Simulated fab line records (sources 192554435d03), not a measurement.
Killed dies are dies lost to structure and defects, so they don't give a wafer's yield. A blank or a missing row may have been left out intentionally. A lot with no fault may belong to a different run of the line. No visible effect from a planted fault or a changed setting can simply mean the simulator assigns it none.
Matching of chambers || flow n5-finfet || N5_BEOL_M0_SAQP_ILD_DEP_01 on pecvd-02: 3 sister chambers
The step deposits SiOC from DEMS/O2, target thk 45.419 nm, time 8.7 s. 14 wafers are shown with their chamber, then 7 later ones without.

WAFERS WITH THEIR CHAMBER
{"wafer": "L078.1", "chamber": 0, "throttle-valve-pct (%)": 12.6, "showerhead-plenum-p-Torr (Torr)": 5.675, "heater-power-w (W)": 428}
{"wafer": "L078.2", "chamber": 1, "throttle-valve-pct (%)": 13.3, "showerhead-plenum-p-Torr (Torr)": 5.692, "heater-power-w (W)": 415}
{"wafer": "L078.4", "chamber": 2, "throttle-valve-pct (%)": 11.5, "showerhead-plenum-p-Torr (Torr)": 5.706, "heater-power-w (W)": 498}
{"wafer": "L082.2", "chamber": 2, "throttle-valve-pct (%)": 11.5, "showerhead-plenum-p-Torr (Torr)": 5.689, "heater-power-w (W)": 380}
{"wafer": "L082.4", "chamber": 1, "throttle-valve-pct (%)": 13.1, "showerhead-plenum-p-Torr (Torr)": 5.689, "heater-power-w (W)": 417}
{"wafer": "L082.5", "chamber": 2, "throttle-valve-pct (%)": 11.9, "showerhead-plenum-p-Torr (Torr)": 5.694, "heater-power-w (W)": 394}
{"wafer": "L084.4", "chamber": 0, "throttle-valve-pct (%)": 12.8, "showerhead-plenum-p-Torr (Torr)": 5.685, "heater-power-w (W)": 404}
{"wafer": "L084.5", "chamber": 1, "throttle-valve-pct (%)": 13.3, "showerhead-plenum-p-Torr (Torr)": 5.677, "heater-power-w (W)": 381}
{"wafer": "L084.6", "chamber": 2, "throttle-valve-pct (%)": 11.5, "showerhead-plenum-p-Torr (Torr)": 5.699, "heater-power-w (W)": 415}
{"wafer": "L085.3", "chamber": 2, "throttle-valve-pct (%)": 11.7, "showerhead-plenum-p-Torr (Torr)": 5.681, "heater-power-w (W)": 416}
{"wafer": "L085.4", "chamber": 2, "throttle-valve-pct (%)": 11.6, "showerhead-plenum-p-Torr (Torr)": 5.695, "heater-power-w (W)": 427}
{"wafer": "L085.5", "chamber": 0, "throttle-valve-pct (%)": 13.2, "showerhead-plenum-p-Torr (Torr)": 5.672, "heater-power-w (W)": 448}
{"wafer": "L089.1", "chamber": 2, "throttle-valve-pct (%)": 11.6, "showerhead-plenum-p-Torr (Torr)": 5.672, "heater-power-w (W)": 455}
{"wafer": "L089.2", "chamber": 1, "throttle-valve-pct (%)": 13.1, "showerhead-plenum-p-Torr (Torr)": 5.684, "heater-power-w (W)": 408}

SIGNATURES, as means of the wafers listed above
{"reading": "throttle-valve-pct", "chamber 0": 12.867, "chamber 1": 13.200, "chamber 2": 11.614, "scatter within a chamber": 0.18}
{"reading": "showerhead-plenum-p-Torr", "chamber 0": 5.67733, "chamber 1": 5.68550, "chamber 2": 5.69086, "scatter within a chamber": 0.00954}
{"reading": "heater-power-w", "chamber 0": 426.67, "chamber 1": 405.25, "chamber 2": 426.43, "scatter within a chamber": 31.9}
Rule: a wafer's distance from a chamber is the root of the sum, over the readings, of the square of ((its reading less the chamber's mean) divided by the reading's scatter). The wafer belongs to the nearest chamber; if the next one is less than 2 further off, it can't be placed. The scatter is the square root of a quotient: the sum, over the shown wafers, of each reading's squared deviation from its chamber's mean, divided by wafers minus chambers.

WAFERS MISSING THEIR CHAMBER
{"wafer": "L089.6", "throttle-valve-pct (%)": 11.6, "showerhead-plenum-p-Torr (Torr)": 5.706, "heater-power-w (W)": 450}
{"wafer": "L090.1", "throttle-valve-pct (%)": 13.0, "showerhead-plenum-p-Torr (Torr)": 5.669, "heater-power-w (W)": 432}
{"wafer": "L090.2", "throttle-valve-pct (%)": 11.9, "showerhead-plenum-p-Torr (Torr)": 5.689, "heater-power-w (W)": 472}
{"wafer": "L090.4", "throttle-valve-pct (%)": 11.5, "showerhead-plenum-p-Torr (Torr)": 5.695, "heater-power-w (W)": 477}
{"wafer": "L092.1", "throttle-valve-pct (%)": 11.6, "showerhead-plenum-p-Torr (Torr)": 5.701, "heater-power-w (W)": 461}
{"wafer": "L092.3", "throttle-valve-pct (%)": 12.9, "showerhead-plenum-p-Torr (Torr)": 5.680, "heater-power-w (W)": 412}
{"wafer": "L092.4", "throttle-valve-pct (%)": 11.6, "showerhead-plenum-p-Torr (Torr)": 5.689, "heater-power-w (W)": 467}

THE CHAMBER EACH PASSED THROUGH
{"wafer": "L089.6", "from the rows above": 2, "in truth": 2}
{"wafer": "L090.1", "from the rows above": "can't be placed: 0 or 1", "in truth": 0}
{"wafer": "L090.2", "from the rows above": 2, "in truth": 2}
{"wafer": "L090.4", "from the rows above": 2, "in truth": 2}
{"wafer": "L092.1", "from the rows above": 2, "in truth": 2}
{"wafer": "L092.3", "from the rows above": "can't be placed: 0 or 1", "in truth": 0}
{"wafer": "L092.4", "from the rows above": 2, "in truth": 2}
5 of 7 placed correctly. From these rows, 2 cannot be placed; in 2 the true chamber is one of the candidates. Number placed wrongly: 0.
